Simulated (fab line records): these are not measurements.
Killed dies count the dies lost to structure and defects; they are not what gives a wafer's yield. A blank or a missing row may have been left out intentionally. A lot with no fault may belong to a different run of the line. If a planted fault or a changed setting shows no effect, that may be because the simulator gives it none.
One fault seen from 3 desks :: flow nand-harc :: every desk sees just its own numbers, and what lay behind them comes last

== METROLOGY DESK ==
Means of the sampled wafers that have a number, per lot and without regard to the tool the lot ran on: this is what the gauges read. If a lot's mean is further than 4 standard deviations from the usual mean, the lot is out of limits and carries the mark OUT (the distance appears in the brackets).
Columns: A = overlay-x-nm at NHARC_P_CONTACT_OVL_MEAS_13, usual 0.1 nm; B = overlay-y-nm at NHARC_P_CONTACT_OVL_MEAS_13, usual 0.2 nm; C = cd-nm at NHARC_P_CONTACT_CD_MEAS_19, usual 89.4 nm
lot: L197
first seen here: day 6 15:47
A: -0.1
B: -0.0
C: 88.1

lot: L199
first seen here: day 6 21:34
A: 2.4
B: 1.3
C: 91.8

lot: L208
first seen here: day 9 08:58
A: -2.4
B: 0.3
C: 89.0

lot: L215
first seen here: day 11 00:26
A: 1.0
B: 1.7
C: 89.4

lot: L216
first seen here: day 11 14:43
A: -0.2
B: 0.0
C: 89.9
This desk's finding: nothing out of limits on any of the 5 lots.

== FOR THE TOOL OWNER'S DESK: pvd-sputter-01 ==
The tool's own readings at NHARC_P_CONTACT_PRE_CLEAN_39 (time 19.5 s): means of the sampled wafers that have a number, for each lot that ran on this tool. If a lot's mean is further than 4 standard deviations from the usual mean, the lot is out of limits and carries the mark OUT (the distance appears in the brackets).
Columns: A = bias-v at NHARC_P_CONTACT_PRE_CLEAN_39, usual 250.0 V
lot: L199
first seen here: day 6 23:30
A: 249.4
This desk's finding: nothing out of limits on the one lot.

== THE DEFECT DESK ==
Inspection counts along the route, by lot: the mean over sampled wafers that carry a number. If a lot's mean is further than 4 standard deviations from the usual mean, the lot is out of limits and carries the mark OUT (the distance appears in the brackets).
Columns: A = raw-defect-count at NHARC_P_CONTACT_INSPECT_14, usual 3.7
lot: L197
first seen here: day 6 15:49
A: 2.7

lot: L199
first seen here: day 6 21:36
A: 3.7

lot: L208
first seen here: day 9 08:59
A: 1.3

lot: L215
first seen here: day 11 00:28
A: 5.3

lot: L216
first seen here: day 11 14:44
A: 3.0
This desk's finding: nothing out of limits on any of the 5 lots.

== PUT TOGETHER ==
At the metrology desk, nothing out of limits was observed.
The desk of the tool owner found nothing out of limits.
Nothing the defect desk looked at was out of limits.

== WHAT THE SIMULATOR HAD PUT IN ==
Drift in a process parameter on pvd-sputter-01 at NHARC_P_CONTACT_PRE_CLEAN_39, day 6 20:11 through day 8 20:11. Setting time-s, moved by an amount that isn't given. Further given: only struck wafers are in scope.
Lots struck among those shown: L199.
